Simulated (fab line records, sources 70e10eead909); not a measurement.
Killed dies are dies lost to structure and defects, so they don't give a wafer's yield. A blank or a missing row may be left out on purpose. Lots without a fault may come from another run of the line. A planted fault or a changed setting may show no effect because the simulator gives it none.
Chamber matching | flow nand_harc | NHARC_A_STAIRCASE_ETCHBACK_422 on rie_diel-09: 4 sister chambers
The step etches the open film in CH3F/O2, target depth 40 nm, time 74.286 s. 14 wafers are shown with their chamber, then 7 later ones without.

WAFERS WITH THEIR CHAMBER
wafer  | chamber | showerhead_plenum_p_Torr (Torr) | drypump_motor_current_A (A) | rf_vpp_V (V)
L076.1 | 0       | 2.41                            | 5.4                         | 245.4
L076.3 | 3       | 2.31                            | 5.7                         | 242.0
L076.5 | 3       | 2.31                            | 5.7                         | 241.4
L078.2 | 1       | 2.55                            | 4.8                         | 244.5
L078.4 | 2       | 2.45                            | 5.5                         | 243.7
L078.5 | 0       | 2.40                            | 5.5                         | 245.4
L080.1 | 3       | 2.31                            | 5.7                         | 244.0
L080.3 | 1       | 2.55                            | 4.7                         | 245.4
L080.5 | 2       | 2.45                            | 5.5                         | 244.5
L084.2 | 2       | 2.45                            | 5.5                         | 244.9
L084.4 | 1       | 2.55                            | 4.7                         | 245.3
L084.6 | 2       | 2.45                            | 5.5                         | 244.2
L088.1 | 0       | 2.39                            | 5.5                         | 243.5
L088.5 | 1       | 2.54                            | 4.8                         | 246.0

SIGNATURES (means of the wafers above)
reading                  | chamber 0 | chamber 1 | chamber 2 | chamber 3 | scatter within a chamber
showerhead_plenum_p_Torr | 2.4000    | 2.5475    | 2.4500    | 2.3100    | 0.00524
drypump_motor_current_A  | 5.467     | 4.750     | 5.500     | 5.700     | 0.0408
rf_vpp_V                 | 244.767   | 245.300   | 244.325   | 242.467   | 0.896
Rule: a wafer's distance from a chamber is the root of the sum, over the readings, of the square of ((its reading less the chamber's mean) divided by the reading's scatter). The wafer belongs to the nearest chamber; if the next one is less than 2 further off, it can't be placed. The scatter: the root of (the sum of the squares of (reading less its chamber's mean) over the shown wafers, divided by (wafers less chambers)).

WAFERS WITHOUT THEIR CHAMBER
wafer  | showerhead_plenum_p_Torr (Torr) | drypump_motor_current_A (A) | rf_vpp_V (V)
L088.6 | 2.44                            | 5.5                         | 244.3
L091.1 | 2.30                            | 5.7                         | 242.4
L091.2 | 2.54                            | 4.7                         | 246.6
L091.3 | 2.39                            | 5.4                         | 243.3
L097.1 | 2.53                            | 4.8                         | 245.2
L097.2 | 2.30                            | 5.7                         | 242.0
L097.4 | 2.39                            | 5.4                         | 242.4

WHICH CHAMBER EACH WENT THROUGH
wafer  | from the rows above | in truth
L088.6 | 2                   | 2
L091.1 | 3                   | 3
L091.2 | 1                   | 1
L091.3 | 0                   | 0
L097.1 | 1                   | 1
L097.2 | 3                   | 3
L097.4 | 0                   | 0
Placed correctly: 7 of 7. Can't be placed from these rows: 0. Placed wrongly: 0.
